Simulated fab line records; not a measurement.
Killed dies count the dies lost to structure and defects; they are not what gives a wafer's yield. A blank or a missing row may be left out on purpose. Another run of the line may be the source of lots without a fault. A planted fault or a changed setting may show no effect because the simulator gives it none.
fab line records / flow nandHarc
[record] lots = 6 wafers = 18 lastDay = 34
route steps=1302 shown A_CHANNEL_FILL_D1@515 A_DECK1_JOINT@518 END@1302
lots with no fault: from the same line, run without faults
startH: the number of hours between the record's first day and the start of the first shown wafer of the lot / waitH: time in hours since the lot's previous step / " unchanged from the row above / L1.1+2: one row covering several wafers at once / - either no value or no given start / * or withheld: withheld / < > ~ a bound
route shown NAME@n: names a module that has steps shown in the file, with the first one's number in the route / usual: mean and standard deviation over wafers with no fault / same: alike in all rows / chamber/n: place in a boat / sites: readings site by site / _std_site: the values' standard deviation / _edge_site: inner sites' mean taken away from outer sites' mean / radiusMm: how far each site lies from the wafer's centre / mask NAME#n: copy n / behind: the tool/chamber that last shaped the wafer / hold: reason for holding the lot/hours on hold/outcome of the hold / device: transistor that didn't switch, given as n, p or np / end of line: the tests these same wafers got at the end of their route / step lacking rows: just its recipe / killed: at the first sort, the dies lost to defects and structure; wafer yield is something else / map: a wafer's dies, x killed, . not, _ none there
set.NAME: setting as actually run; set.NAME@STEP: the setting as run at that earlier step / model.NAME: the simulator's own value behind a step, which no gauge read
certain route steps with their lots: each step a table, each wafer a row
services: when a tool's chamber went out of use (startH, in hours from the record's first day, below 0 if earlier), for how many hours, and the reason
[[steps]]
[step NHARC_A_CHANNEL_FILL_D1_SRD_12]
[step NHARC_A_CHANNEL_FILL_D1_INSPECT_13]
[usual] rawDefectCount = 310/100
lot.wafer=L660.1 tool=defectInspect-02 chamber=- startH=236.57 waitH=0.0 rawDefectCount=594
lot.wafer=L660.4 tool=defectInspect-02 chamber=- startH=236.57 waitH=0.0 rawDefectCount=177
lot.wafer=L660.5 tool=defectInspect-02 chamber=- startH=236.57 waitH=0.0 rawDefectCount=249
lot.wafer=L663.1 tool=defectInspect-02 chamber=- startH=265.55 waitH=0.0 rawDefectCount=264
lot.wafer=L663.2 tool=defectInspect-02 chamber=- startH=265.55 waitH=0.0 rawDefectCount=167
lot.wafer=L663.5 tool=defectInspect-02 chamber=- startH=265.55 waitH=0.0 rawDefectCount=240
lot.wafer=L662.2 tool=defectInspect-01 chamber=- startH=265.58 waitH=0.0 rawDefectCount=269
lot.wafer=L662.5 tool=defectInspect-01 chamber=- startH=265.58 waitH=0.0 rawDefectCount=228
lot.wafer=L662.6 tool=defectInspect-01 chamber=- startH=265.58 waitH=0.0 rawDefectCount=220
lot.wafer=L664.2 tool=defectInspect-02 chamber=- startH=277.63 waitH=0.0 rawDefectCount=228
lot.wafer=L664.3 tool=defectInspect-02 chamber=- startH=277.63 waitH=0.0 rawDefectCount=558
lot.wafer=L664.5 tool=defectInspect-02 chamber=- startH=277.63 waitH=0.0 rawDefectCount=273
lot.wafer=L666.1 tool=defectInspect-01 chamber=- startH=292.94 waitH=0.0 rawDefectCount=427
lot.wafer=L666.2 tool=defectInspect-01 chamber=- startH=292.94 waitH=0.0 rawDefectCount=293
lot.wafer=L666.3 tool=defectInspect-01 chamber=- startH=292.94 waitH=0.0 rawDefectCount=476
lot.wafer=L681.3 tool=defectInspect-02 chamber=- startH=452.36 waitH=0.1 rawDefectCount=180
lot.wafer=L681.4 tool=defectInspect-02 chamber=- startH=452.36 waitH=0.1 rawDefectCount=218
lot.wafer=L681.6 tool=defectInspect-02 chamber=- startH=452.36 waitH=0.1 rawDefectCount=143
[step NHARC_A_DECK1_JOINT_ETCHBACK_07]
[recipe] targetDepthA = 1050 timeS = 26.9 hbrFlowSccm = 150 rfW = 350 icpW = 350 biasW = 60 chemistry = HBr
[usual] biasW = 59.98/0.19 drypumpMotorCurrentA = 5.7/0.35 oesProductAu = 1.000/0.0083 throttleValvePct = 23.265/0.0084
lot.wafer=L660.1 tool=rieSi-04 chamber=2 startH=236.64 waitH=0.1 biasW=60.22 drypumpMotorCurrentA=5.9 oesProductAu=1.007 rfHoursCounterH=0.4 throttleValvePct=23.249
lot.wafer=L660.4 tool=rieSi-04 chamber=1 startH=236.64 waitH=0.1 biasW=60.17 drypumpMotorCurrentA=6.1 oesProductAu=1.000 rfHoursCounterH=0.6 throttleValvePct=23.282
lot.wafer=L660.5 tool=rieSi-04 chamber=3 startH=236.64 waitH=0.1 biasW=59.86 drypumpMotorCurrentA=6.0 oesProductAu=0.996 rfHoursCounterH=- throttleValvePct=23.249
lot.wafer=L663.1 tool=rieSi-03 chamber=1 startH=265.64 waitH=0.1 biasW=60.03 drypumpMotorCurrentA=5.6 oesProductAu=0.995 rfHoursCounterH=0.1 throttleValvePct=23.266
lot.wafer=L663.2 tool=rieSi-03 chamber=2 startH=265.64 waitH=0.1 biasW=60.12 drypumpMotorCurrentA=5.7 oesProductAu=1.001 rfHoursCounterH=0.1 throttleValvePct=23.259
lot.wafer=L663.5 tool=rieSi-03 chamber=3 startH=265.64 waitH=0.1 biasW=59.74 drypumpMotorCurrentA=5.6 oesProductAu=0.999 rfHoursCounterH=- throttleValvePct=23.252
lot.wafer=L662.2 tool=rieSi-01 chamber=2 startH=265.67 waitH=0.1 biasW=59.78 drypumpMotorCurrentA=5.5 oesProductAu=0.999 rfHoursCounterH=0.5 throttleValvePct=23.262
lot.wafer=L662.6 tool=rieSi-01 chamber=0 startH=265.67 waitH=0.1 biasW=59.83 drypumpMotorCurrentA=6.2 oesProductAu=1.012 rfHoursCounterH=- throttleValvePct=23.265
lot.wafer=L662.5 tool=rieSi-01 chamber=1 startH=265.67 waitH=0.1 biasW=60.03 drypumpMotorCurrentA=5.3 oesProductAu=1.002 rfHoursCounterH=- throttleValvePct=23.267
lot.wafer=L664.3 tool=rieSi-04 chamber=0 startH=277.70 waitH=0.1 biasW=60.28 drypumpMotorCurrentA=5.1 oesProductAu=1.008 rfHoursCounterH=0.8 throttleValvePct=23.260
lot.wafer=L664.2 tool=rieSi-04 chamber=2 startH=277.70 waitH=0.1 biasW=59.70 drypumpMotorCurrentA=5.9 oesProductAu=1.007 rfHoursCounterH=0.7 throttleValvePct=23.271
lot.wafer=L664.5 tool=rieSi-04 chamber=0 startH=277.70 waitH=0.1 biasW=60.23 drypumpMotorCurrentA=5.1 oesProductAu=1.006 rfHoursCounterH=- throttleValvePct=23.272
lot.wafer=L666.1 tool=rieSi-04 chamber=1 startH=293.01 waitH=0.1 biasW=59.96 drypumpMotorCurrentA=6.1 oesProductAu=1.010 rfHoursCounterH=0.9 throttleValvePct=23.262
lot.wafer=L666.2 tool=rieSi-04 chamber=2 startH=293.01 waitH=0.1 biasW=60.04 drypumpMotorCurrentA=5.9 oesProductAu=1.013 rfHoursCounterH=0.9 throttleValvePct=23.278
lot.wafer=L666.3 tool=rieSi-04 chamber=3 startH=293.01 waitH=0.1 biasW=60.01 drypumpMotorCurrentA=6.0 oesProductAu=0.998 rfHoursCounterH=0.8 throttleValvePct=23.271
lot.wafer=L681.3 tool=rieSi-03 chamber=0 startH=452.42 waitH=0.1 biasW=60.12 drypumpMotorCurrentA=5.6 oesProductAu=0.997 rfHoursCounterH=0.2 throttleValvePct=23.258
lot.wafer=L681.4 tool=rieSi-03 chamber=2 startH=452.42 waitH=0.1 biasW=60.11 drypumpMotorCurrentA=5.7 oesProductAu=0.987 rfHoursCounterH=0.2 throttleValvePct=23.286
lot.wafer=L681.6 tool=rieSi-03 chamber=0 startH=452.42 waitH=0.1 biasW=59.71 drypumpMotorCurrentA=5.6 oesProductAu=0.992 rfHoursCounterH=- throttleValvePct=23.268
[step NHARC_A_DECK1_JOINT_ETCH_25]
[recipe] targetDepthA = 5 chemistry = dHF material = SiO2
[step NHARC_A_DECK1_JOINT_ETCH_19]
[recipe] tempC = 25 targetDepthA = 30 chemistry = TMAH material = poly-Si
[step NHARC_A_DECK1_JOINT_ETCH_18]
[recipe] targetDepthA = 30 chemistry = dHF material = SiO2
[step NHARC_A_DECK1_JOINT_WET_08]
[recipe] tempC = 160 timeS = 86 chemistry = H3PO4
[step NHARC_A_DECK1_JOINT_ETCH_09]
[recipe] targetDepthA = 50 chemistry = dHF material = SiO2
[step NHARC_A_DECK1_JOINT_WET_10]
[recipe] tempC = 160 timeS = 86 chemistry = H3PO4
[step NHARC_A_DECK1_JOINT_ETCH_11]
[recipe] targetDepthA = 350 chemistry = dHF material = SiO2
[step NHARC_A_DECK1_JOINT_CVD_12]
[recipe] targetThkA = 900 tempC = 620 pressureMtorr = 200 timeS = 1800 material = poly-Si
[usual] spikeTcTopC = 638.0/2.2
lot.wafer=L660.1 tool=lpcvdPoly-04 chamber=0 startH=244.07 waitH=2.5 spikeTcTopC=641.0
lot.wafer=L660.4 tool=lpcvdPoly-04 chamber=0 startH=244.07 waitH=2.5 spikeTcTopC=641.6
lot.wafer=L660.5 tool=lpcvdPoly-04 chamber=0 startH=244.07 waitH=2.5 spikeTcTopC=639.5
lot.wafer=L662.2 tool=lpcvdPoly-01 chamber=0 startH=272.87 waitH=2.5 spikeTcTopC=634.5
lot.wafer=L662.5 tool=lpcvdPoly-01 chamber=0 startH=272.87 waitH=2.5 spikeTcTopC=635.0
lot.wafer=L662.6 tool=lpcvdPoly-01 chamber=0 startH=272.87 waitH=2.5 spikeTcTopC=635.4
lot.wafer=L663.1 tool=lpcvdPoly-01 chamber=0 startH=272.87 waitH=2.4 spikeTcTopC=634.6
lot.wafer=L663.2 tool=lpcvdPoly-01 chamber=0 startH=272.87 waitH=2.4 spikeTcTopC=636.0
lot.wafer=L663.5 tool=lpcvdPoly-01 chamber=0 startH=272.87 waitH=2.4 spikeTcTopC=634.2
lot.wafer=L664.2 tool=lpcvdPoly-02 chamber=0 startH=285.13 waitH=2.6 spikeTcTopC=638.4
lot.wafer=L664.3 tool=lpcvdPoly-02 chamber=0 startH=285.13 waitH=2.6 spikeTcTopC=638.7
lot.wafer=L664.5 tool=lpcvdPoly-02 chamber=0 startH=285.13 waitH=2.6 spikeTcTopC=638.6
lot.wafer=L664.2 tool=lpcvdPoly-02 chamber=0 startH=287.94 waitH=0.4 spikeTcTopC=639.4
lot.wafer=L664.3 tool=lpcvdPoly-02 chamber=0 startH=287.94 waitH=0.4 spikeTcTopC=639.1
lot.wafer=L664.5 tool=lpcvdPoly-02 chamber=0 startH=287.94 waitH=0.4 spikeTcTopC=640.0
lot.wafer=L666.1 tool=lpcvdPoly-02 chamber=0 startH=300.47 waitH=2.5 spikeTcTopC=638.2
lot.wafer=L666.2 tool=lpcvdPoly-02 chamber=0 startH=300.47 waitH=2.5 spikeTcTopC=638.1
lot.wafer=L666.3 tool=lpcvdPoly-02 chamber=0 startH=300.47 waitH=2.5 spikeTcTopC=639.8
lot.wafer=L666.1 tool=lpcvdPoly-02 chamber=0 startH=303.27 waitH=0.4 spikeTcTopC=638.8
lot.wafer=L666.2 tool=lpcvdPoly-02 chamber=0 startH=303.27 waitH=0.4 spikeTcTopC=638.9
lot.wafer=L666.3 tool=lpcvdPoly-02 chamber=0 startH=303.27 waitH=0.4 spikeTcTopC=639.1
lot.wafer=L681.3 tool=lpcvdPoly-01 chamber=0 startH=459.72 waitH=2.4 spikeTcTopC=634.1
lot.wafer=L681.4 tool=lpcvdPoly-01 chamber=0 startH=459.72 waitH=2.4 spikeTcTopC=634.7
lot.wafer=L681.6 tool=lpcvdPoly-01 chamber=0 startH=459.72 waitH=2.4 spikeTcTopC=635.6
[step NHARC_A_DECK1_JOINT_CMP_13]
[recipe] targetThkNm = 51.023
[usual] motorCurrentA = 12.1/1.2 retainingRingPressureFrac = 1.000/0.005 timeToEndpointS = 8.5/2.1
lot.wafer=L660.1 tool=cmp-01 chamber=1 startH=246.93 waitH=0.4 motorCurrentA=13.8 retainingRingPressureFrac=0.993 timeToEndpointS=9.3
lot.wafer=L660.4 tool=cmp-01 chamber=0 startH=246.93 waitH=0.4 motorCurrentA=13.8 retainingRingPressureFrac=1.002 timeToEndpointS=7.6
lot.wafer=L660.5 tool=cmp-01 chamber=1 startH=246.93 waitH=0.4 motorCurrentA=13.5 retainingRingPressureFrac=1.002 timeToEndpointS=8.5
lot.wafer=L663.1 tool=cmp-03 chamber=2 startH=275.72 waitH=0.4 motorCurrentA=10.3 retainingRingPressureFrac=1.003 timeToEndpointS=4.0
lot.wafer=L663.2 tool=cmp-03 chamber=3 startH=275.72 waitH=0.4 motorCurrentA=11.6 retainingRingPressureFrac=0.993 timeToEndpointS=8.4
lot.wafer=L663.5 tool=cmp-03 chamber=2 startH=275.72 waitH=0.4 motorCurrentA=10.4 retainingRingPressureFrac=0.998 timeToEndpointS=5.9
lot.wafer=L662.2 tool=cmp-01 chamber=2 startH=275.77 waitH=0.4 motorCurrentA=12.8 retainingRingPressureFrac=0.994 timeToEndpointS=6.6
lot.wafer=L662.6 tool=cmp-01 chamber=3 startH=275.77 waitH=0.4 motorCurrentA=13.2 retainingRingPressureFrac=0.995 timeToEndpointS=9.0
lot.wafer=L662.5 tool=cmp-01 chamber=0 startH=275.77 waitH=0.4 motorCurrentA=13.6 retainingRingPressureFrac=0.998 timeToEndpointS=7.0
lot.wafer=L664.3 tool=cmp-01 chamber=2 startH=291.10 waitH=0.7 motorCurrentA=13.1 retainingRingPressureFrac=1.003 timeToEndpointS=18.3
lot.wafer=L664.2 tool=cmp-01 chamber=0 startH=291.10 waitH=0.7 motorCurrentA=14.2 retainingRingPressureFrac=0.998 timeToEndpointS=18.2
lot.wafer=L664.5 tool=cmp-01 chamber=2 startH=291.10 waitH=0.7 motorCurrentA=13.0 retainingRingPressureFrac=1.002 timeToEndpointS=18.7
lot.wafer=L666.2 tool=cmp-03 chamber=2 startH=306.44 waitH=0.7 motorCurrentA=10.8 retainingRingPressureFrac=0.997 timeToEndpointS=16.1
lot.wafer=L666.1 tool=cmp-03 chamber=3 startH=306.44 waitH=0.7 motorCurrentA=11.8 retainingRingPressureFrac=1.004 timeToEndpointS=18.5
lot.wafer=L666.3 tool=cmp-03 chamber=0 startH=306.44 waitH=0.7 motorCurrentA=10.2 retainingRingPressureFrac=1.004 timeToEndpointS=16.1
lot.wafer=L681.3 tool=cmp-01 chamber=1 startH=462.65 waitH=0.4 motorCurrentA=13.2 retainingRingPressureFrac=1.003 timeToEndpointS=8.6
lot.wafer=L681.4 tool=cmp-01 chamber=2 startH=462.65 waitH=0.4 motorCurrentA=13.9 retainingRingPressureFrac=1.001 timeToEndpointS=7.3
lot.wafer=L681.6 tool=cmp-01 chamber=0 startH=462.65 waitH=0.4 motorCurrentA=12.9 retainingRingPressureFrac=1.004 timeToEndpointS=10.9
[step NHARC_A_DECK1_JOINT_THK_MEAS_14]
[recipe] thkMeasGauge = ellipsometry
[usual] thkNm = 50.9/1.4
lot.wafer=L660.1 tool=filmMetro-02 chamber=- startH=247.18 waitH=0.2 thkNm=51.1
lot.wafer=L660.4 tool=filmMetro-02 chamber=- startH=247.18 waitH=0.2 thkNm=52.6
lot.wafer=L660.5 tool=filmMetro-02 chamber=- startH=247.18 waitH=0.2 thkNm=51.8
lot.wafer=L663.1 tool=filmMetro-01 chamber=- startH=275.95 waitH=0.2 thkNm=47.5
lot.wafer=L663.2 tool=filmMetro-01 chamber=- startH=275.95 waitH=0.2 thkNm=51.0
lot.wafer=L663.5 tool=filmMetro-01 chamber=- startH=275.95 waitH=0.2 thkNm=48.2
lot.wafer=L662.2 tool=filmMetro-01 chamber=- startH=275.95 waitH=0.2 thkNm=52.1
lot.wafer=L662.5 tool=filmMetro-01 chamber=- startH=275.95 waitH=0.2 thkNm=51.4
lot.wafer=L662.6 tool=filmMetro-01 chamber=- startH=275.95 waitH=0.2 thkNm=50.7
lot.wafer=L664.2 tool=filmMetro-01 chamber=- startH=291.35 waitH=0.2 thkNm=51.4
lot.wafer=L664.3 tool=filmMetro-01 chamber=- startH=291.35 waitH=0.2 thkNm=49.3
lot.wafer=L664.5 tool=filmMetro-01 chamber=- startH=291.35 waitH=0.2 thkNm=49.8
lot.wafer=L666.1 tool=filmMetro-02 chamber=- startH=306.67 waitH=0.2 thkNm=50.9
lot.wafer=L666.2 tool=filmMetro-02 chamber=- startH=306.67 waitH=0.2 thkNm=50.7
lot.wafer=L666.3 tool=filmMetro-02 chamber=- startH=306.67 waitH=0.2 thkNm=49.6
lot.wafer=L681.3 tool=filmMetro-01 chamber=- startH=462.86 waitH=0.2 thkNm=50.0
lot.wafer=L681.4 tool=filmMetro-01 chamber=- startH=462.86 waitH=0.2 thkNm=52.5
lot.wafer=L681.6 tool=filmMetro-01 chamber=- startH=462.86 waitH=0.2 thkNm=51.3
[step NHARC_END_SORT_01]
[recipe] tempC = 25
[usual] killedAtArray = 44/16 killedAtOther = 0.6/1.1 killedAtPeriphery = 3.9/2.6 killedDies = 48/16 killedOpen = 3.1/1.9 killedShort = 2.4/1.8
[same] grossDies = 677
lot.wafer=L664.2 tool=prober-02 chamber=0 startH=594.62 waitH=2.8 killedAtArray=22 killedAtOther=1 killedAtPeriphery=5 killedDies=28 killedOpen=6 killedShort=4
lot.wafer=L664.3 tool=prober-02 chamber=0 startH=595.43 waitH=3.1 killedAtArray=15 killedAtOther=1 killedAtPeriphery=3 killedDies=19 killedOpen=2 killedShort=3
lot.wafer=L664.5 tool=prober-02 chamber=0 startH=597.06 waitH=3.7 killedAtArray=20 killedAtOther=0 killedAtPeriphery=2 killedDies=22 killedOpen=6 killedShort=1
// killed by level:class
L664.2 A_M0:geometricParticle:open=3 A_CHANNEL_HOLE_D1:chamberFilmFlake=3 A_CHANNEL_HOLE_D2:chamberFilmFlake=3 P_GATE:chamberFilmFlake=2 A_ZERO_WELL:chamberFilmFlake=2 A_STAIRCASE:chamberFilmFlake=2 A_CONTACT:chamberFilmFlake=2 P_GATE:geometricParticle:open=1
L664.3 A_CHANNEL_HOLE_D2:chamberFilmFlake=6 A_CONTACT:chamberFilmFlake=3 A_STAIRCASE:chamberFilmFlake=2 P_CONTACT:geometricParticle:open=1 P_M0:geometricParticle:short=1 A_SOURCE_PLATE:geometricParticle:short=1 A_M0:geometricParticle:open=1 STARTING-WAFER:geometricParticle:short=1
L664.5 A_CHANNEL_HOLE_D2:chamberFilmFlake=4 A_CONTACT:chamberFilmFlake=4 A_CHANNEL_HOLE_D1:chamberFilmFlake=3 A_WL_FILL:geometricParticle:open=2 P_GATE:geometricParticle:open=1 A_SOURCE_PLATE:geometricParticle:short=1 A_ONON_D2:geometricParticle:open=1 A_BLC:geometricParticle:open=1
[[services]]
tool=rieSi-01 chamber=3 startH=214.41 hours=2.2 kind=repair
tool=cmp-03 chamber=- startH=219.95 hours=4.0 kind=pm
tool=rieSi-03 chamber=- startH=221.00 hours=9.0 kind=pm
tool=cmp-03 chamber=- startH=225.41 hours=1.0 kind=repair
tool=rieSi-04 chamber=3 startH=239.99 hours=2.3 kind=repair
tool=cmp-01 chamber=- startH=258.31 hours=0.2 kind=repair
tool=cmp-01 chamber=- startH=277.72 hours=3.9 kind=repair
tool=cmp-01 chamber=- startH=283.50 hours=4.0 kind=pm
tool=cmp-01 chamber=- startH=287.50 hours=- kind=consumableReplace:conditioner
tool=cmp-03 chamber=- startH=317.95 hours=4.0 kind=pm
tool=rieSi-03 chamber=- startH=327.16 hours=0.3 kind=repair
tool=rieSi-04 chamber=0 startH=337.45 hours=2.4 kind=repair
tool=rieSi-04 chamber=- startH=342.00 hours=9.0 kind=pm
tool=rieSi-03 chamber=2 startH=360.80 hours=3.5 kind=repair
tool=lpcvdPoly-02 chamber=- startH=362.90 hours=3.2 kind=repair
tool=rieSi-01 chamber=- startH=370.00 hours=9.0 kind=pm
tool=cmp-01 chamber=- startH=381.57 hours=4.0 kind=pm
tool=cmp-01 chamber=- startH=391.44 hours=3.5 kind=repair
tool=cmp-03 chamber=- startH=397.17 hours=1.9 kind=repair
tool=rieSi-03 chamber=- startH=398.00 hours=9.0 kind=pm
tool=cmp-03 chamber=- startH=415.95 hours=4.0 kind=pm
tool=rieSi-01 chamber=2 startH=424.18 hours=7.7 kind=repair
tool=rieSi-04 chamber=- startH=429.80 hours=0.6 kind=repair
tool=cmp-01 chamber=- startH=451.82 hours=1.5 kind=repair
[[key]]
[firstSign] step = NHARC_A_DECK1_JOINT_CVD_12 reading = visit direction = added
[effect] step = NHARC_A_DECK1_JOINT_CMP_13 reading = timeToEndpointS direction = up sigmas = 4.3 usual = * struck = *
metAt NHARC_A_DECK1_JOINT_CVD_12
struckWafers L664.2,L664.3,L664.5,L666.1,L666.2,L666.3
testerLeftOut L664,L666
[fault] kind = repeatedStepWhole tool = lpcvdPoly-01,lpcvdPoly-02,lpcvdPoly-04 chamber = - onsetH = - steps = NHARC_A_DECK1_JOINT_CVD_12 times = 1 scope = struckLotsOnly
// testerLeftOut: of these lots the tester's yield and bins aren't shown, on N5 and GAA mostly nor the transistor test; their killed dies are dies lost to structure and defects alone, not to doping, threshold or leakage, so they don't give the yield
